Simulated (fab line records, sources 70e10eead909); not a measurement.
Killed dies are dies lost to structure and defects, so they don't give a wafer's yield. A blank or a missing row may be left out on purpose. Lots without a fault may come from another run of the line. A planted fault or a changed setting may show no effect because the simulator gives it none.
Chamber matching | flow nand_harc | NHARC_A_STAIRCASE_ALD_415 on ald_hk-04: 4 sister chambers
The step deposits SiO2, target thk 30 nm, pulse time 6 s, ald cycles 300. 8 wafers are shown with their chamber, then 7 later ones without.

WAFERS WITH THEIR CHAMBER
wafer  | chamber | heater_power_w (W) | precursor_pulse_height_rel
L382.1 | 1       | 443                | 0.987
L382.5 | 1       | 435                | 0.976
L381.4 | 3       | 464                | 1.003
L385.1 | 2       | 418                | 1.000
L385.4 | 3       | 471                | 1.006
L385.6 | 0       | 474                | 0.979
L388.2 | 0       | 488                | 1.001
L388.3 | 2       | 415                | 0.960

WAFERS WITHOUT THEIR CHAMBER
wafer  | heater_power_w (W) | precursor_pulse_height_rel
L388.5 | 486                | 1.023
L391.2 | 398                | 0.986
L391.3 | 438                | 0.994
L391.6 | 403                | 0.996
L394.3 | 475                | 0.981
L394.5 | 443                | 0.997
L394.6 | 474                | 0.977

WHICH CHAMBER EACH WENT THROUGH
wafer  | from the rows above     | in truth
L388.5 | can't be placed: 0 or 3 | 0
L391.2 | 2                       | 2
L391.3 | 1                       | 1
L391.6 | 2                       | 2
L394.3 | can't be placed: 0 or 3 | 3
L394.5 | 1                       | 1
L394.6 | can't be placed: 0 or 3 | 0
Placed correctly: 4 of 7. Can't be placed from these rows: 3 (the true chamber is among the candidates in 3). Placed wrongly: 0.
How it was worked out, from the rows above alone: a wafer's distance from a chamber is the root of the sum, over the readings, of the square of ((its reading less the chamber's mean) divided by the reading's scatter). The wafer belongs to the nearest chamber; if the next one is less than 2 further off, it can't be placed. A chamber's mean is the mean of its shown wafers. The scatter: the root of (the sum of the squares of (reading less its chamber's mean) over the shown wafers, divided by (wafers less chambers)).
